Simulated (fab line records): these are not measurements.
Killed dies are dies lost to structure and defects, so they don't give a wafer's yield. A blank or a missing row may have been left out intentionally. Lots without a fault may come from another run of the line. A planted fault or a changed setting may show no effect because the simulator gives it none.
fab line records | flow n5-finfet
record lots=5 wafers=15 last-day=14
route steps=1938 shown PASSIVATION@1924 END@1938
lots that met no fault: from a run of the same line without faults
start-h: the number of hours between the record's first day and the start of the first shown wafer of the lot | wait-h: time in hours since the lot's previous step | " the same as in the row above | L1.1+2: a row that stands for several wafers | - no value, or no start was given | * or withheld: withheld | < > ~ a bound
route shown NAME@n: a module of which the file shows steps, and the number in the route of the first | usual: mean/standard deviation of fault-free wafers | same: alike in all rows | chamber/n: place in a boat | sites: the reading at each site | _std_site: how widely they spread, as a standard deviation | _edge_site: inner sites' mean taken away from outer sites' mean | radius-mm: for every site, how far away it sits from the centre of the wafer | mask NAME#n: copy n | behind: tool/chamber where the wafer was last shaped | hold: the reason the lot was held/the length of the hold in hours/how it ended | device: the transistor (n, p or np) that didn't switch | end of line: the route-end tests of the same wafers | for a step that has no rows: nothing shown but its recipe | killed: not the wafer's yield, but the dies lost to structure and defects at the first sort | map: shows each die of a wafer: x if killed, . if not, _ if none is there
set.NAME: the setting the step ran with; set.NAME@STEP: the setting that earlier step ran with | model.NAME: the simulator's own value behind a step, which no gauge read
lots at selected steps of the route; one table per step, one row per wafer
services: when a tool's chamber went out of use (start-h, in hours from the record's first day, below 0 if earlier), for how many hours, and the reason
## steps
# step N5_PASSIVATION_HARDBAKE_45
# recipe temp-c=130 time-s=120
# columns lot.wafer tool chamber start-h wait-h
L074.2+3+5 litho-track-02 0 - -
L075.1+3+6 litho-track-05 0 - -
L077.3+5+6 litho-track-05 0 - -
L079.2+3+5 litho-track-04 0 - -
L083.1+3+4 litho-track-04 0 - -
# step N5_PASSIVATION_CD_MEAS_44
# recipe target-cd-nm=40000 landing-energy-ev=500 detector=se-inlens
# usual cd-nm=40000/3.9
# columns lot.wafer tool chamber start-h wait-h cd-nm
L074.2 cd-sem-01 0 268.84 - 39997
L074.3 " 0 " " 40000
L074.5 " 0 " " 39996
L075.1 cd-sem-03 0 280.38 - 39998
L075.3 " 0 " " 40007
L075.6 " 0 " " 40002
L077.3 cd-sem-03 0 289.06 - 39997
L077.5 " 0 " " 39997
L077.6 " 0 " " 39997
L079.2 cd-sem-01 0 295.81 - 40007
L079.3 " 0 " " 40002
L079.5 " 0 " " 40003
L083.1 cd-sem-03 0 335.23 - 40000
L083.3 " 0 " " 40001
L083.4 " 0 " " 40001
# step N5_PASSIVATION_OVL_MEAS_66
# recipe points-per-wafer=44
# usual PASS_OPEN_OVL=-2/6.2
# columns lot.wafer tool chamber start-h wait-h PASS_OPEN_OVL[nm]
L074.2 overlay-01 0 268.87 0.0 -3
L074.3 " 0 " " 10
L074.5 " 0 " " 5
L075.1 overlay-01 0 280.41 0.0 -2
L075.3 " 0 " " -4
L075.6 " 0 " " -2
L077.3 overlay-01 0 289.09 0.0 2
L077.5 " 0 " " 8
L077.6 " 0 " " -1
L079.2 overlay-02 0 295.84 0.0 -9
L079.3 " 0 " " 6
L079.5 " 0 " " 1
L083.1 overlay-01 0 335.26 0.0 4
L083.3 " 0 " " 1
L083.4 " 0 " " -1
# step N5_PASSIVATION_INSPECT_67
# recipe mode=adi inspect-instrument=macro
# usual raw-defect-count=2.1/1.3
# columns lot.wafer tool chamber start-h wait-h raw-defect-count
L074.2 defect-inspect-02 - 268.89 0.0 1
L074.3 " - " " 1
L074.5 " - " " 0
L075.1 defect-inspect-01 - 280.44 0.0 3
L075.3 " - " " 2
L075.6 " - " " 1
L077.3 defect-inspect-01 - 289.11 0.0 0
L077.5 " - " " 4
L077.6 " - " " 2
L079.2 defect-inspect-01 - 295.86 0.0 4
L079.3 " - " " 3
L079.5 " - " " 1
L083.1 defect-inspect-01 - 335.28 0.0 0
L083.3 " - " " 1
L083.4 " - " " 1
# step N5_PASSIVATION_DESCUM_46
# recipe chemistry=O2 time-s=7.9 source-power-w=50 bias-power-w=20 pressure-mtorr=20 rf-frequency-hz=2.712e+07 temp-c=40 o2-flow-sccm=225
# usual chamber-pressure-mTorr=20.003/0.021 drypump-motor-current-A=5.6/0.33 oes-product-au=0.78/0.084 rf-vpp-V=243.2/1.1 showerhead-plenum-p-Torr=2.10/0.056 throttle-valve-pct=20.52/0.25
# columns lot.wafer tool chamber start-h wait-h chamber-pressure-mTorr drypump-motor-current-A oes-product-au rf-hours-counter-h rf-vpp-V showerhead-plenum-p-Torr throttle-valve-pct
L074.2 rie-diel-03 0 268.93 0.0 20.020 5.3 0.89 24 244.4 2.14 20.57
L074.3 " 2 " " 19.965 6.3 0.70 235 242.1 2.09 20.72
L074.5 " 3 " " 20.000 5.2 0.70 - 242.8 2.09 20.59
L075.1 rie-diel-03 3 280.49 0.1 20.001 5.2 0.70 199 242.7 2.09 20.61
L075.3 " 1 " " 20.019 5.8 0.75 154 242.4 2.12 20.55
L075.6 " 1 " " 20.048 5.8 0.75 - 243.1 2.12 20.55
L077.3 rie-diel-06 3 289.15 0.0 20.000 5.1 0.69 211 242.3 2.17 20.99
L077.5 " 2 " " 20.008 5.5 0.79 - 242.6 2.09 20.40
L077.6 " 1 " " 20.014 5.6 0.97 - 244.5 2.13 20.43
L079.2 rie-diel-03 2 295.89 0.0 19.995 6.3 0.69 244 242.9 2.09 20.72
L079.3 " 3 " " 19.975 5.1 0.70 203 242.8 2.09 20.59
L079.5 " 2 " " 20.009 6.3 0.69 - 242.5 2.09 20.71
L083.1 rie-diel-06 1 335.31 0.0 19.999 5.6 0.92 18 243.7 2.12 20.45
L083.3 " 2 " " 20.065 5.5 0.76 126 244.1 2.08 20.41
L083.4 " 0 " " 19.996 5.9 0.79 120 242.0 1.99 20.09
# step N5_PASSIVATION_PASS_ETCH_47
# recipe chemistry=CF4/O2 target=SiNx target-depth-a=7700 time-s=385 ion-energy-ev=100 pressure-mtorr=40 source-w=535 bias-w=49 Ar_flow_sccm=100 cf4-flow-sccm=100 O2_flow_sccm=10
# usual O2_flow_sccm=10.00/0.033 bias-w=48.99/0.15 chamber-pressure-mTorr=40.00/0.038 drypump-motor-current-A=5.6/0.34 oes-product-au=0.78/0.08 rf-vpp-V=239/5.4 showerhead-plenum-p-Torr=2.21/0.049 throttle-valve-pct=15.96/0.21
# columns lot.wafer tool chamber start-h wait-h O2_flow_sccm bias-w chamber-pressure-mTorr drypump-motor-current-A oes-product-au rf-hours-counter-h rf-vpp-V showerhead-plenum-p-Torr throttle-valve-pct
L074.2 rie-diel-03 0 268.96 0.0 9.98 48.89 40.04 5.3 0.88 24 241 2.25 15.90
L074.3 " 2 " " 9.99 48.96 39.98 6.3 0.69 235 244 2.17 16.03
L074.5 " 3 " " 10.00 49.01 40.07 5.1 0.71 - 239 2.20 16.00
L075.1 rie-diel-03 3 280.53 0.0 10.04 48.90 39.98 5.1 0.71 199 238 2.20 16.01
L075.3 " 1 " " 10.08 48.72 39.99 5.8 0.74 154 247 2.21 15.89
L075.6 " 1 " " 10.01 48.80 40.02 5.8 0.75 - 248 2.21 15.90
L077.3 rie-diel-06 3 289.18 0.0 9.99 48.82 40.03 5.1 0.70 211 227 2.29 16.40
L077.5 " 2 " " 10.02 49.07 39.97 5.5 0.79 - 245 2.21 15.91
L077.6 " 1 " " 10.03 49.07 39.98 5.6 0.99 - 235 2.24 15.82
L079.2 rie-diel-03 2 295.93 0.0 10.02 48.80 40.01 6.3 0.69 244 242 2.17 16.04
L079.3 " 3 " " 10.07 48.97 40.03 5.1 0.70 204 237 2.19 16.00
L079.5 " 2 " " 10.02 48.90 40.04 6.3 0.68 - 242 2.16 16.06
L083.1 rie-diel-06 1 335.35 0.0 9.97 49.46 39.97 5.6 0.93 18 234 2.24 15.86
L083.3 " 2 " " 9.95 49.18 39.95 5.5 0.78 126 244 2.21 15.96
L083.4 " 0 " " 10.02 49.12 40.07 5.9 0.79 120 238 2.13 15.75
# step N5_PASSIVATION_ETCH_54
# recipe chemistry=CHF3/O2 target=SiO2 target-depth-a=8800 CHF3_flow_sccm=50 O2_flow_sccm=5 Ar_flow_sccm=200 time-s=440 mask-material=PR pressure-mtorr=30 source-w=650 bias-w=170 ion-energy-ev=200
# usual O2_flow_sccm=5.000/0.016 bias-w=170.0/0.52 chamber-pressure-mTorr=30.001/0.028 drypump-motor-current-A=5.6/0.33 oes-product-au=0.78/0.08 rf-vpp-V=520/12 showerhead-plenum-p-Torr=2.41/0.058 throttle-valve-pct=18.88/0.22
# columns lot.wafer tool chamber start-h wait-h O2_flow_sccm bias-w chamber-pressure-mTorr drypump-motor-current-A oes-product-au rf-hours-counter-h rf-vpp-V showerhead-plenum-p-Torr throttle-valve-pct
L074.2 rie-diel-03 0 269.19 0.1 5.003 168.6 29.965 5.3 0.88 24 525 2.48 19.00
L074.3 " 2 " " 5.021 169.4 30.012 6.3 0.70 235 527 2.37 18.89
L074.5 " 3 " " 5.008 170.0 30.017 5.1 0.71 - 519 2.40 18.89
L075.1 rie-diel-03 3 280.76 0.1 4.991 169.7 30.010 5.1 0.71 199 519 2.39 18.89
L075.3 " 1 " " 4.995 170.4 30.033 5.7 0.74 154 538 2.40 18.69
L075.6 " 1 " " 4.982 171.1 30.025 5.8 0.75 - 538 2.40 18.69
L077.3 rie-diel-06 3 289.41 0.1 4.963 170.2 30.018 5.1 0.70 211 498 2.50 19.31
L077.5 " 2 " " 4.995 170.0 30.024 5.5 0.78 - 531 2.42 18.88
L077.6 " 1 " " 5.000 169.8 29.999 5.6 0.98 - 511 2.45 18.82
L079.2 rie-diel-03 2 296.16 0.1 4.986 169.3 29.983 6.3 0.69 244 525 2.36 18.90
L079.3 " 3 " " 4.975 170.4 29.994 5.2 0.70 204 520 2.39 18.90
L079.5 " 2 " " 5.009 170.1 30.017 6.2 0.69 - 525 2.36 18.91
L083.1 rie-diel-06 1 335.58 0.1 5.010 169.1 29.974 5.7 0.92 19 509 2.45 18.86
L083.3 " 2 " " 5.016 169.9 29.957 5.5 0.77 126 531 2.41 18.90
L083.4 " 0 " " 5.003 169.7 30.007 5.9 0.78 121 512 2.31 18.61
# step N5_PASSIVATION_STRIP_48
# recipe chemistry=O2 power-w=600 temp-c=60 pressure-mtorr=30 rf-frequency-hz=6e+07 bias-power-w=0 overash-fraction=0.5 o2-flow-sccm=225
# usual chamber-pressure-mTorr=30.01/0.13 drypump-motor-current-A=5.6/0.34 oes-product-au=0.78/0.083 rf-vpp-V=3.8/2.2 showerhead-plenum-p-Torr=2.10/0.056 throttle-valve-pct=16.76/0.24
# columns lot.wafer tool chamber start-h wait-h chamber-pressure-mTorr drypump-motor-current-A oes-product-au rf-hours-counter-h rf-vpp-V showerhead-plenum-p-Torr throttle-valve-pct
L074.2 rie-diel-03 0 269.48 0.1 30.04 5.3 0.92 24 5.9 2.15 16.74
L074.3 " 2 " " 30.15 6.3 0.71 235 3.2 2.09 17.00
L074.5 " 3 " " 30.10 5.1 0.70 - 2.5 2.10 16.80
L075.1 rie-diel-03 3 281.05 0.1 30.26 5.1 0.69 199 3.7 2.09 16.86
L075.3 " 1 " " 29.82 5.7 0.73 155 2.5 2.12 16.80
L075.6 " 1 " " 30.13 5.8 0.75 - 1.8 2.12 16.74
L077.3 rie-diel-06 3 289.70 0.1 30.14 5.1 0.67 211 6.3 2.18 17.20
L077.5 " 2 " " 29.81 5.5 0.81 - 0.2 2.09 16.66
L077.6 " 1 " " 30.09 5.6 1.03 - 2.4 2.13 16.57
L079.2 rie-diel-03 2 296.44 0.1 29.93 6.3 0.72 244 6.8 2.09 17.00
L079.3 " 3 " " 30.00 5.1 0.71 204 2.0 2.09 16.77
L079.5 " 2 " " 30.00 6.3 0.68 - 3.9 2.09 16.95
L083.1 rie-diel-06 1 335.87 0.1 30.00 5.6 0.90 19 1.9 2.13 16.74
L083.3 " 2 " " 29.87 5.5 0.73 126 3.9 2.08 16.71
L083.4 " 0 " " 29.86 5.9 0.81 121 2.4 1.99 16.39
# step N5_PASSIVATION_STRIP_52
# recipe chemistry=post-etch-residue-remover time-s=1200 temp-c=72.5
# usual bath-guard-temp-C=72.5/0.53
# columns lot.wafer tool chamber start-h wait-h bath-guard-temp-C
L074.2 wet-bench-06 3 269.55 - 72.8
L074.3 " 0 " " 72.3
L074.5 " 2 " " 72.4
L075.1 wet-bench-06 0 281.11 - 72.7
L075.3 " 6 " " 72.4
L075.6 " 7 " " 73.0
L077.3 wet-bench-06 6 289.77 - 73.1
L077.5 " 7 " " 73.1
L077.6 " 1 " " 71.6
L079.2 wet-bench-06 5 296.51 - 72.0
L079.3 " 6 " " 72.9
L079.5 " 7 " " 73.0
L083.1 wet-bench-01 0 335.94 - 72.5
L083.3 " 7 " " 72.8
L083.4 " 6 " " 74.0
# step N5_PASSIVATION_CLEAN_71
# recipe chemistry=IPA time-s=180 temp-c=25
# columns lot.wafer tool chamber start-h wait-h
L074.2+3+5 wet-bench-06 3,0,2 269.88 0.0
L075.1+3+6 wet-bench-06 0,6,7 281.45 0.0
L077.3+5+6 wet-bench-06 6,7,1 290.11 0.0
L079.2+3+5 wet-bench-06 5,6,7 296.85 0.0
L083.1+3+4 wet-bench-01 0,7,6 336.27 0.0
# step N5_PASSIVATION_SRD_72
# recipe dry=ipa-marangoni time-s=30 temp-c=23 rinse-liquid=diw
# columns lot.wafer tool chamber start-h wait-h
L074.2+3+5 wet-bench-06 3,0,2 269.93 0.0
L075.1+3+6 wet-bench-06 0,6,7 281.50 0.0
L077.3+5+6 wet-bench-06 6,7,1 290.16 0.0
L079.2+3+5 wet-bench-06 5,6,7 296.90 0.0
L083.1+3+4 wet-bench-01 0,7,6 336.32 0.0
# step N5_PASSIVATION_ANNEAL_56
# recipe temp-c=400 time-s=1800 ambient=FGA idle-temp-c=300 ramp-up-c-per-min=5 ramp-down-c-per-min=3
# usual spike-tc-centre-C=401.1/1 spike-tc-top-C=428.2/1.9 zone-power-bottom-pct=5.8/0.43 zone-power-top-pct=11.7/0.6
# columns lot.wafer tool chamber start-h wait-h spike-tc-centre-C spike-tc-top-C zone-power-bottom-pct zone-power-top-pct
L074.2 furnace-02 0 270.16 0.2 400.8 429.7 5.2 11.7
L074.3 " 0 " " 400.5 430.9 5.3 11.4
L074.5 " 0 " " 399.5 428.6 5.2 11.6
L075.1 furnace-03 0 281.54 0.0 400.4 428.8 6.2 11.0
L075.3 " 0 " " 402.5 429.7 6.4 10.8
L075.6 " 0 " " 400.1 429.3 6.3 11.0
L077.3 furnace-03 0 290.20 0.0 400.1 428.7 6.3 10.9
L077.5 " 0 " " 402.1 429.5 6.4 11.0
L077.6 " 0 " " 400.3 429.7 6.3 11.1
L079.2 furnace-02 0 296.94 0.0 399.7 429.8 5.3 11.7
L079.3 " 0 " " 400.6 430.1 5.3 11.7
L079.5 " 0 " " 401.9 427.7 5.3 11.8
L083.1 furnace-02 0 336.37 0.0 402.9 428.1 5.3 11.8
L083.3 " 0 " " 400.8 430.8 5.4 11.6
L083.4 " 0 " " 402.1 428.8 5.3 11.5
# step N5_PASSIVATION_PROBE_49
# usual defect-limited-yield=91.0/1.3 killed_at_M0_to_M3=33/10 killed_at_M4_up=14/5.6 killed-at-contacts=12/5.8 killed-at-front-end=43/11 killed-at-other=4.1/2.8 killed-dies=106/15 killed-on-rim=14/3.9 killed-open=70/12 killed-short=34/7.5 sort_bin_5_function=5.3/0.88 sort_bin_6_memory=3.3/0.64 sort-n-pass=1074/15 sort-yield-pct=91.0/1.3
# same gross-dies=1180 killed-at-back-side=0 sort_bin_4_leakage[%]=0 sort_bin_8_speed[%]=0
# columns lot.wafer tool chamber start-h wait-h defect-limited-yield[%] killed_at_M0_to_M3 killed_at_M4_up killed-at-contacts killed-at-front-end killed-at-other killed-dies killed-on-rim killed-open killed-short sort_bin_5_function[%] sort_bin_6_memory[%] sort-n-pass sort-yield-pct[%]
L083.4 prober-02 - 338.51 0.2 90.8 47 9 7 43 2 108 11 70 38 6.0 3.0 1072 90.8
# killed by level:class
L083.4 BEOL_M2:geometric-particle:open=11 FIN_SAQP:geometric-particle:short=10 BEOL_M0_SAQP:geometric-particle:open=10 FIN_SAQP:geometric-particle:open=9 BEOL_M0_SAQP:geometric-particle:short=9 MOL_CONTACT_COAG:geometric-particle:open=6 DUMMY_GATE:geometric-particle:open=5 STARTING-WAFER:geometric-particle:open=5
# step N5_PASSIVATION_INSPECT_57
# recipe inspect-instrument=macro mode=outgoing
# usual raw-defect-count=1.9/1.4
# columns lot.wafer tool chamber start-h wait-h raw-defect-count
L074.2 defect-inspect-01 - 272.52 0.0 2
L074.3 " - " " 1
L074.5 " - " " 4
L075.1 defect-inspect-01 - 284.06 0.0 3
L075.3 " - " " 1
L075.6 " - " " 2
L077.3 defect-inspect-01 - 292.55 0.0 0
L077.5 " - " " 2
L077.6 " - " " 2
L079.2 defect-inspect-02 - 299.30 0.0 4
L079.3 " - " " 2
L079.5 " - " " 1
L083.1 defect-inspect-02 - 338.71 0.0 0
L083.3 " - " " 3
L083.4 " - " " 1
## services
# columns tool chamber start-h hours kind
rie-diel-03 2 263.59 3.8 repair
rie-diel-06 1 265.85 - clean
rie-diel-06 1 265.85 - consumable-replace:focus-ring
rie-diel-06 1 265.85 16.0 scheduled-down
rie-diel-06 1 265.85 16.0 vent-cycle
litho-track-05 - 270.09 - consumable-replace:filter
rie-diel-03 2 313.92 - clean
rie-diel-03 2 313.92 - consumable-replace:focus-ring
rie-diel-03 2 313.92 18.7 scheduled-down
rie-diel-03 2 313.92 18.7 vent-cycle
rie-diel-03 0 317.64 4.0 repair
## key
fault none
